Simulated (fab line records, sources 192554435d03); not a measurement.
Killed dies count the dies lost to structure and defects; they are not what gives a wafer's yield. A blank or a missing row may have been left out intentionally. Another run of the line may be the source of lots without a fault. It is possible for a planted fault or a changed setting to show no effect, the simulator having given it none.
A lot that was struck, set against a sound lot -- flow n5Finfet -- 14 steps out of a route of 1938
Sound: these wafers, L923.2, L923.4, L923.5. Wafers L924.1, L924.3, L924.4 were the ones struck. The cause comes at the end.
For every step that has rows: the tool of each side, followed by ch and its chambers, followed by its first start. Under that, the readings that differ: sound wafers -- struck wafers -- difference of the means -- sigmas: that difference in standard deviations of wafers without a fault.
alike: a reading whose means differ by less than 2 such deviations, as well as words and numbers matching on both sides. not compared: withheld readings; readings where some wafer has no value; bounds like >300 that might hide an equal value; numbers whose values overlap and for which the record gives no deviation.
Wherever a step has rows on one side only, a row that says differs or no value, or a row with sigmas, the two part there. When numbers do not overlap yet have no deviation, they are printed without sigmas and do not part them. A reading that every wafer of one side lacks parts them only if that side has two wafers or more.

N5_BEOL_M12_STRIP_63: strips in N2/H2.
  sound on plasmaAsher-02 ch 0,1, day 12 16:01; struck on plasmaAsher-02 ch 0,1, day 12 18:55
  alike: drypumpMotorCurrentA, heaterPowerW, oesProductAu, stripTimeToEndpointS
  not compared: rfHoursCounterH
N5_BEOL_M12_STRIP_64: strips in N2/H2.
  sound on plasmaAsher-02 ch 0,1, day 12 16:04; struck on plasmaAsher-02 ch 0,1, day 12 18:59
  alike: drypumpMotorCurrentA, heaterPowerW, oesProductAu, stripTimeToEndpointS
  not compared: rfHoursCounterH
then, 2 steps without rows for these wafers: N5_BEOL_M12_STRIP_71 (strips in post etch residue remover, time 60 s); N5_BEOL_M12_SRD_72 (time 30 s, dry time 30 s).
N5_BEOL_M12_CD_MEAS_17: target cd 140 nm.
  sound on cdSem-01 at day 12 16:13; struck on cdSem-01 at day 12 19:08
  alike: cdNm
then, 7 steps without rows for these wafers: N5_BEOL_M12_COAT_65 (time 60 s, resist thk 300 nm); N5_BEOL_M12_COAT_66 (time 60 s, resist thk 110 nm); N5_BEOL_M12_COAT_22 (resist thk 300 nm); N5_BEOL_M12_EBR_24; N5_BEOL_M12_SOFTBAKE_23 (time 60 s); N5_BEOL_M12_EXPOSE_25 (exposes mask M12); N5_BEOL_M12_PEB_26 (peb time 90 s).
N5_BEOL_M12_DEVELOP_27: develop time 45 s.
  struck on lithoTrack-03, day 12 19:28; sound on lithoTrack-02 ch 0, day 12 16:26
  no value came back on the struck wafers for chillPlateTempC (C), developTimeS (s), developerTempC (C), resistLineTempC (C); on the sound wafers chillPlateTempC (C) reads 22.78 23.03 22.96
reading,sound,struck,difference,sigmas
model.coat_of_BEOL_M12_COAT_22.thkNm (nm),286.4 285.8 285.2,300.4 300 300.4,+14.5,
then, 1 step without rows for these wafers: N5_BEOL_M12_HARDBAKE_32 (time 120 s).

## WHERE THEY PART
At N5_BEOL_M12_DEVELOP_27 and nowhere else, as far as this record goes.

WHY: whatever the simulator had introduced
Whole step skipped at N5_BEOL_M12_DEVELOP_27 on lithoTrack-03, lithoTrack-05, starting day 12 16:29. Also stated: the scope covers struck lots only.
